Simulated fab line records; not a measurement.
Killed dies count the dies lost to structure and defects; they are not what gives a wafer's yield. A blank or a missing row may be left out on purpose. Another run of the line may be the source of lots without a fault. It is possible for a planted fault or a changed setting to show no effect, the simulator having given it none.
Struck lot and sound lot, side by side	flow n5-finfet	34 out of 1938 route steps
Sound: wafers L971.1, L971.4. Wafers L972.3, L972.4, L972.5 were the ones struck. The cause comes at the end.
At each step with rows: each side's tool, then ch and its chambers, then its first start. Under that, the readings that differ: sound wafers	struck wafers	difference of the means	sigmas: that difference in standard deviations of wafers without a fault.
alike: readings whose means differ by less than 2 such deviations, and words and numbers that are the same on both sides. not compared: withheld readings, readings that some wafer has no value for, bounds like >300 that may hide the same value, and numbers for which the record gives no deviation and whose values overlap.
Wherever a step has rows on one side only, a row that says differs or no value, or a row with sigmas, the two part there. Numbers that don't overlap but have no deviation are shown without sigmas and don't part them. Lack of a reading on every wafer of one side parts them only where that side has two or more wafers.

first, 10 steps without rows for these wafers: N5_BEOL_M10_TRENCH_ETCH_37 (etches SiCOH lowk in C4F6/O2, target depth 148.83 nm, time 48 s); N5_BEOL_M10_ETCH_41 (etches SiCN in CH3F/O2, target depth 42.6 nm, time 86 s); N5_BEOL_M10_STRIP_77 (strips in N2/H2, time 10 s); N5_BEOL_M10_HM_STRIP_39 (strips TiN in peroxide tin strip, target depth 25 nm, time 158 s); N5_BEOL_M10_SRD_40 (time 30 s); N5_BEOL_M10_PRECLEAN_42 (cleans in residue remover, time 60 s); N5_BEOL_M10_SRD_43 (time 30 s); N5_BEOL_M10_CURE_72 (cures SiCOH lowk, time 120 s); N5_BEOL_M10_DEGAS_44 (time 60 s); N5_BEOL_M10_PRE_CLEAN_45 (time 30 s).
N5_BEOL_M10_ALD_74: deposits TaN, target thk 2 nm, pulse time 2 s, purge time 3 s.
  sound on ald-metal-01 ch 1,2, day 12 21:02; struck on ald-metal-03 ch 2,3, day 12 21:38
reading	sound	struck	difference	sigmas
since-wet-clean-h (h)	1486 1486	- - -	no value on the struck wafers	
  alike: heater-power-w, precursor-vessel-carrier-sccm
then, 22 steps without rows for these wafers: N5_BEOL_M10_SURFACE_TREAT_76; N5_BEOL_M10_CVD_75 (deposits Co from CCTBA/H2, target thk 2 nm, time 138.9 s); N5_BEOL_M10_SPUTTER_48 (material Cu, target thk 12 nm, time 2 s); N5_BEOL_M10_ECD_50 (material Cu, target thk 318 nm); N5_BEOL_M10_ANNEAL_51 (time 90 s); N5_BEOL_M10_CMP_52 (polishes, stops on SiCOH lowk, t overpolish 7 s, target thk 140 nm); N5_BEOL_M10_PRE_CLEAN_55 (time 15 s); N5_BEOL_M10_DEP_56 (deposits SiCN from 3MS/NH3, target thk 15 nm, time 26.5 s); N5_BEOL_M11_ILD_DEP_00 (deposits SiCOH lowk from DEMS/porogen, target thk 308.51 nm, time 58 s); N5_BEOL_M11_CURE_71 (cures SiCOH lowk, time 240 s); N5_BEOL_M11_PECVD_70 (deposits SiO2 from TEOS/O2, target thk 20 nm, time 22.7 s); N5_BEOL_M11_HM_DEP_02 (deposits TiN, target thk 20 nm); N5_BEOL_M11_COAT_59 (time 60 s, resist thk 100 nm); N5_BEOL_M11_COAT_60 (time 60 s, resist thk 30 nm); N5_BEOL_M11_COAT_05 (resist thk 90 nm); N5_BEOL_M11_EBR_07; N5_BEOL_M11_SOFTBAKE_06 (time 60 s); N5_BEOL_M11_EXPOSE_08 (exposes mask M11); N5_BEOL_M11_PEB_09 (peb time 60 s); N5_BEOL_M11_DEVELOP_10 (develop time 30 s); N5_BEOL_M11_DESCUM_16 (chemistry O2, time 7.9 s); N5_BEOL_M11_ETCH_61 (etches SiARC in CF4, target depth 39 nm, time 65 s).
-- the record jumps here: 2 days lie between the struck wafers' starts before and after (it left off in module BEOL_M11 and takes up again in module PASSIVATION, whose first step shown is number 1936 of the route) --
N5_PASSIVATION_PROBE_49:
  sound: prober-02 at day 14 23:21; struck: prober-01 at day 14 23:27
reading	sound	struck	difference	sigmas
defect-limited-yield (%)	91.4 88.2	80.7 82.1 79.3	-9.1	-6
killed_at_M4_up	9 11	157 124 157	+136	+28
killed-at-front-end	55 58	29 42 30	-23	-2
killed-dies	101 139	228 211 244	+108	+6
killed-short	55 51	26 36 37	-20	-2
sort_bin_5_function (%)	4.7 6.7	10.2 9.8 11.6	+4.8	+5
sort-n-pass	1079 1041	952 969 936	-108	-5
sort-yield-pct (%)	91.4 88.2	80.7 82.1 79.3	-9.1	-5
  alike: killed_at_M0_to_M3, killed-at-contacts, killed-at-other, killed-open, sort_bin_6_memory, sort_bin_8_speed

## WHERE THEY PART
Earliest at N5_BEOL_M10_ALD_74; latest, in this record, at N5_PASSIVATION_PROBE_49.

WHY: whatever the simulator had introduced
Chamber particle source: ald-metal-03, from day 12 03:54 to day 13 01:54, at N5_BEOL_M10_ALD_74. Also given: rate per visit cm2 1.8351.
